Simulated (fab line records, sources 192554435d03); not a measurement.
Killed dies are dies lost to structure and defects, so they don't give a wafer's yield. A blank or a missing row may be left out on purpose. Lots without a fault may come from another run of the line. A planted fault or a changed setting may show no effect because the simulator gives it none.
Split-lot experiment | flow n5_finfet | 7 lots, 21 wafers read, on a route of 1938 steps

THE SPLIT
At N5_BEOL_M5_ETCH_41 (etches SiCN in CH3F/O2, target depth 31.5 nm, time 56.7 s), the setting source_w was moved away from the recipe's 395 W on 8 of the 21 wafers read, by -15.1% to +10.4%. The other wafers ran this setting at the recipe's value.

The reading is taken at the split's own step.

THE READING
rf_vpp_V, in V, at N5_BEOL_M5_ETCH_41 (etches SiCN in CH3F/O2, target depth 31.5 nm, time 56.7 s). Fault-free wafers of this fab line usually give 298.1 V, standard deviation 1.5 V.

wafer  | tool, chamber at the split | source_w as run, W | against the recipe | rf_vpp_V, V | against lot-mates on the recipe
L075.2 | rie_diel-03, 2             | 348.1              | -11.9%             | 312.8       | +15.1
L075.3 | rie_diel-03, 3             | 348.1              | -11.9%             | 310.9       | +13.2
L075.5 | rie_diel-03, 1             | 395                | recipe             | 297.7       | -
L077.1 | rie_diel-02, 2             | 395                | recipe             | 295.1       | -
L077.2 | rie_diel-02, 1             | 335.5              | -15.1%             | 314.1       | +17.5
L077.3 | rie_diel-02, 3             | 395                | recipe             | 298.1       | -
L081.3 | rie_diel-03, 0             | 436.2              | +10.4%             | 286.3       | -10.9
L081.5 | rie_diel-03, 0             | 395                | recipe             | 297.2       | -
L081.6 | rie_diel-03, 3             | 436.2              | +10.4%             | 288.1       | -9.1
L085.1 | rie_diel-02, 2             | 346.7              | -12.2%             | 308.9       | +11.5
L085.3 | rie_diel-02, 1             | 395                | recipe             | 297.7       | -
L085.4 | rie_diel-02, 0             | 395                | recipe             | 297.1       | -
L090.2 | rie_diel-01, 1             | 395                | recipe             | 299.6       | -
L090.4 | rie_diel-01, 2             | 395                | recipe             | 295.8       | -
L090.6 | rie_diel-01, 2             | 395                | recipe             | 296.0       | -
L092.1 | rie_diel-03, 0             | 343.5              | -13.0%             | 309.7       | +11.2
L092.4 | rie_diel-03, 3             | 395                | recipe             | 297.0       | -
L092.6 | rie_diel-03, 2             | 395                | recipe             | 300.0       | -
L097.1 | rie_diel-03, 0             | 395                | recipe             | 295.9       | -
L097.2 | rie_diel-03, 1             | 357.8              | -9.4%              | 308.1       | +11.2
L097.3 | rie_diel-03, 3             | 395                | recipe             | 297.8       | -

THE FIT
A straight line over all 21 wafers: rf_vpp_V changes by -1.06 V for each +1% of source_w; r = -0.98; the points scatter about the line by 1.5 V.
The same after taking each lot's own level away (the mean of its wafers on the recipe; 21 wafers): -1.05 V for each +1%; r = -0.98; scatter 1.5 V.
On that fit, the largest move of source_w shifts the reading by 16 V.
The lots' own levels span 296.60 to 298.50 V, that is 1.3 times the standard deviation above.
So the lot-to-lot level changes the slope little: the two slopes agree.
Check: with one of the wafers moved furthest among these (-15.1%) left out of the fit, the line predicts +15.6 V for it against its lot-mates. It came out at +17.5 V against them.
Tool readings at the split's step, against how far the setting was moved: rf_vpp_V r = -0.98.

OTHER SPLITS ON THESE WAFERS
These wafers also went through other splits before the reading. Each is held against what the fit with the lots' levels taken away leaves over:
other split on the same wafers     | wafers away from the commonest value | r with rf_vpp_V (lot level and that fit taken away)
N5_BEOL_M2_DESCUM_33 time_s        | 2                                    | +0.08
N5_BEOL_M5_PECVD_70 time_s         | 7                                    | -0.12
N5_BEOL_M5_TRENCH_ETCH_37 source_w | 8                                    | +0.07

THE WHOLE CHAIN: every reading that the file lists as answering this split, in the file's order
step               | what it does                                              | reading                                                        | change (the file's fit)                | r (the file's)
N5_BEOL_M5_ETCH_41 | etches SiCN in CH3F/O2, target depth 31.5 nm, time 56.7 s | rf_vpp_V                                                       | -1.05 V for each +1% of the setting    | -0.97
N5_BEOL_M5_ETCH_41 | etches SiCN in CH3F/O2, target depth 31.5 nm, time 56.7 s | etch.depth_nm (the simulator's own value, which no gauge read) | +0.0831 nm for each +1% of the setting | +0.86

THE FILE'S OWN FIT
rf_vpp_V changes by -1.05 V for each +1% of source_w, r = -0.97.
